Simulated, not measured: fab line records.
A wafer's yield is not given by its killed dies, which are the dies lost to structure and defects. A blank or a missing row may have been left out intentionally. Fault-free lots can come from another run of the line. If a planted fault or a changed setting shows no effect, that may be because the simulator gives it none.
Chamber matching    flow nand harc    rie diel-04 running NHARC_A_M1_DESCUM_14: 4 sister chambers
The step chemistry O2, time 3 s. 18 wafers are shown with their chamber, then 9 later ones without.

## WAFERS WITH THEIR CHAMBER
wafer   chamber  drypump motor current A (A)  oes product au (a.u.)  rf vpp V (V)
L075.2  1        6.4                          0.979                  56.3
L075.5  1        6.4                          0.982                  57.8
L075.6  2        4.9                          0.995                  59.0
L074.1  2        4.9                          0.997                  58.0
L074.3  1        6.4                          0.986                  56.7
L074.4  0        6.1                          1.004                  58.1
L080.4  1        6.4                          0.993                  54.8
L080.5  3        5.3                          1.001                  58.0
L080.6  2        4.9                          0.999                  58.6
L084.1  3        5.4                          0.996                  58.5
L084.3  2        4.9                          0.995                  58.6
L084.6  0        6.1                          1.006                  58.0
L089.1  0        6.1                          1.000                  57.2
L089.4  1        6.4                          0.975                  56.1
L089.6  0        6.1                          0.988                  58.2
L092.2  2        4.9                          0.999                  57.0
L092.5  2        4.9                          0.996                  58.5
L092.6  3        5.3                          0.990                  57.1

SIGNATURES (averages over the wafers above)
reading                  chamber 0  chamber 1  chamber 2  chamber 3  scatter within a chamber
drypump motor current A  6.100      6.400      4.900      5.333      0.0218
oes product au           0.99950    0.98300    0.99683    0.99567    0.00575
rf vpp V                 57.875     56.340     58.283     57.867     0.793
Rule: distance of a wafer from a chamber = root of the sum over the readings of ((wafer's reading minus chamber's mean) / reading's scatter) squared. The wafer belongs to the nearest chamber; if the next one is less than 2 further off, it can't be placed. The scatter: the root of (the sum of the squares of (reading less its chamber's mean) over the shown wafers, divided by (wafers less chambers)).

## WAFERS WHOSE CHAMBER IS MISSING
wafer   drypump motor current A (A)  oes product au (a.u.)  rf vpp V (V)
L091.4  5.3                          0.999                  58.5
L091.5  4.9                          1.002                  57.8
L091.6  5.3                          0.997                  59.5
L094.2  6.1                          0.997                  56.1
L094.3  5.3                          0.997                  58.1
L094.4  4.9                          1.001                  57.6
L097.2  6.1                          1.006                  57.3
L097.5  6.4                          0.988                  58.5
L097.6  4.9                          1.002                  58.9

## THE CHAMBER EACH PASSED THROUGH
wafer   from the rows above  in truth
L091.4  3                    3
L091.5  2                    2
L091.6  3                    3
L094.2  0                    0
L094.3  3                    3
L094.4  2                    2
L097.2  0                    0
L097.5  1                    1
L097.6  2                    2
Correctly placed: 9 of 9. Can't be placed from these rows: 0. Placed wrongly: 0.
